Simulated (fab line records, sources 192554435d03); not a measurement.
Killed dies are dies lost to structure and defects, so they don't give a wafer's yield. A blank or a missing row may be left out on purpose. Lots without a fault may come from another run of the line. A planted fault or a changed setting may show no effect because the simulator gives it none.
A struck lot beside a sound one | flow n5_finfet | 35 steps out of a route of 1938
Sound: wafers L415.3, L415.5, L415.6. Struck: wafer L417.2. (L417.1 of the same lot was not struck and is left out.) The cause comes at the end.
At each step with rows: each side's tool, then ch and its chambers, then its first start. Under that, the readings that differ: sound wafers | struck wafers | difference of the means | sigmas: that difference in standard deviations of wafers without a fault.
alike: readings whose means differ by less than 2 such deviations, and words and numbers that are the same on both sides. not compared: withheld readings, readings that some wafer has no value for, bounds like >300 that may hide the same value, and numbers for which the record gives no deviation and whose values overlap.
The two part at a step that has a row with sigmas, a row that says differs or no value, or rows on one side only. Numbers that don't overlap but have no deviation are shown without sigmas and don't part them. A reading that every wafer of one side lacks parts them only if that side has two wafers or more.

first, 8 steps without rows for these wafers: N5_BEOL_M9_SPUTTER_48 (material Cu, target thk 12 nm, time 2 s); N5_BEOL_M9_ECD_50 (material Cu, target thk 318 nm); N5_BEOL_M9_ANNEAL_51 (time 90 s); N5_BEOL_M9_CMP_52 (polishes, stops on SiCOH lowk, t overpolish 7 s, target thk 140 nm); N5_BEOL_M9_PRE_CLEAN_55 (time 15 s); N5_BEOL_M9_DEP_56 (deposits SiCN from 3MS/NH3, target thk 15 nm, time 26.5 s); N5_BEOL_M10_ILD_DEP_00 (deposits SiCOH lowk from DEMS/porogen, target thk 308.51 nm, time 58 s); N5_BEOL_M10_CURE_71 (cures SiCOH lowk, time 240 s).
N5_BEOL_M10_PECVD_70: deposits SiO2 from TEOS/O2, target thk 20 nm, time 22.7 s.
  sound on pecvd-03 ch 0,1, day 13 10:35; struck on pecvd-03 ch 2, day 13 12:31
  reading                                     | sound        | struck | difference | sigmas
  model.SiO2_of_BEOL_M10_PECVD_70.thk_nm (nm) | 19.8 20 20.4 | 23.8   | +3.7       |
  alike: chamber_pressure_Torr, heater_power_w, showerhead_plenum_p_Torr, throttle_valve_pct
then, 24 steps without rows for these wafers: N5_BEOL_M10_HM_DEP_02 (deposits TiN, target thk 20 nm); N5_BEOL_M10_COAT_59 (time 60 s, resist thk 100 nm); N5_BEOL_M10_COAT_60 (time 60 s, resist thk 30 nm); N5_BEOL_M10_COAT_05 (resist thk 90 nm); N5_BEOL_M10_EBR_07; N5_BEOL_M10_SOFTBAKE_06 (time 60 s); N5_BEOL_M10_EXPOSE_08 (exposes mask M10); N5_BEOL_M10_PEB_09 (peb time 60 s); N5_BEOL_M10_DEVELOP_10 (develop time 30 s); N5_BEOL_M10_DESCUM_16 (chemistry O2, time 7.9 s); N5_BEOL_M10_ETCH_61 (etches SiARC in CF4, target depth 39 nm, time 65 s); N5_BEOL_M10_ETCH_62 (etches SOC in N2/H2, target depth 110 nm, overetch 22 nm, time 165 s); N5_BEOL_M10_STRIP_68 (strips in N2/H2); N5_BEOL_M10_STRIP_67 (strips in CF4); N5_BEOL_M10_HM_OPEN_17 (chemistry Cl2/BCl3, target TiN, target depth 20 nm, overetch 6 nm); N5_BEOL_M10_STRIP_19 (strips in O2); N5_BEOL_M10_COAT_63 (time 60 s, resist thk 100 nm); N5_BEOL_M10_COAT_64 (time 60 s, resist thk 30 nm); N5_BEOL_M10_COAT_22 (resist thk 90 nm); N5_BEOL_M10_EBR_24; N5_BEOL_M10_SOFTBAKE_23 (time 60 s); N5_BEOL_M10_EXPOSE_25 (exposes mask V9); N5_BEOL_M10_PEB_26 (peb time 60 s); N5_BEOL_M10_DEVELOP_27 (develop time 30 s).
N5_BEOL_M10_HM_STRIP_39: strips TiN in peroxide tin strip, target depth 25 nm, time 158 s.
  sound on wet_bench-04 ch 0,1,6, day 13 12:56; struck on wet_bench-04 ch 1, day 13 18:01
  reading                                     | sound          | struck | difference | sigmas
  model.SiO2_of_BEOL_M10_PECVD_70.thk_nm (nm) | 19.6 19.8 20.2 | 23.6   | +3.7       |
N5_BEOL_M10_CMP_52: polishes, stops on SiCOH lowk, t overpolish 7 s, target thk 140 nm.
  sound on cmp-03 ch 0,2,3, day 13 14:56; struck on cmp-04 ch 0, day 13 20:20
  reading                      | sound          | struck | difference | sigmas
  barrier_field_endpoint_s (s) | 29.0 29.3 29.8 | 34.1   | +4.7       | +7
  alike: clearing_platen_down_force_psi, motor_current_A

WHERE THEY PART
Only at N5_BEOL_M10_CMP_52, within this record.

WHY: what the simulator had put in
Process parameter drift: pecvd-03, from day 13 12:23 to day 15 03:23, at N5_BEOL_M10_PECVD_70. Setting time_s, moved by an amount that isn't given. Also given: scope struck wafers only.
